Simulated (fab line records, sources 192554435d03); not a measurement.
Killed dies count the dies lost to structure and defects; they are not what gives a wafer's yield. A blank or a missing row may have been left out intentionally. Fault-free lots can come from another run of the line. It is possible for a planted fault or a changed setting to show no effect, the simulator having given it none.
Matching of chambers    flow n5Finfet    cvdCo-01 running N5_BEOL_M3_PRE_CLEAN_60: 3 sister chambers
The step time 15 s. 6 wafers are shown with their chamber, then 11 later ones without.

== WAFERS PAIRED WITH THEIR CHAMBERS ==
wafer   chamber  heaterPowerW (W)
L085.4  1        92
L088.5  1        87
L089.3  2        93
L089.4  0        98
L089.6  2        92
L090.2  0        100

== WAFERS MISSING THEIR CHAMBER ==
wafer   heaterPowerW (W)
L090.4  92
L090.5  99
L092.1  93
L092.4  90
L092.6  90
L094.2  97
L094.3  91
L094.5  91
L097.1  98
L097.4  98
L097.5  93

== CHAMBER TAKEN BY EACH ==
wafer   from the rows above      in truth
L090.4  can't be placed: 2 or 1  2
L090.5  0                        0
L092.1  can't be placed: 2 or 1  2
L092.4  can't be placed: 1 or 2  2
L092.6  can't be placed: 1 or 2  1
L094.2  can't be placed: 0 or 2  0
L094.3  can't be placed: 1 or 2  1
L094.5  can't be placed: 1 or 2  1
L097.1  0                        0
L097.4  0                        0
L097.5  can't be placed: 2 or 1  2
3 of 11 placed correctly. Can't be placed from these rows: 8 (the true chamber is among the candidates in 8). Number placed wrongly: 0.
How it was worked out, from the rows above alone: a wafer's distance from a chamber is the root of the sum, over the readings, of the square of ((its reading less the chamber's mean) divided by the reading's scatter). The wafer belongs to the nearest chamber; if the next one is less than 2 further off, it can't be placed. The mean given for a chamber averages the wafers shown for that chamber. How the scatter is found: for the shown wafers, subtract from each reading the mean of its chamber, square and add these, divide the total by (wafers less chambers), then take the root.
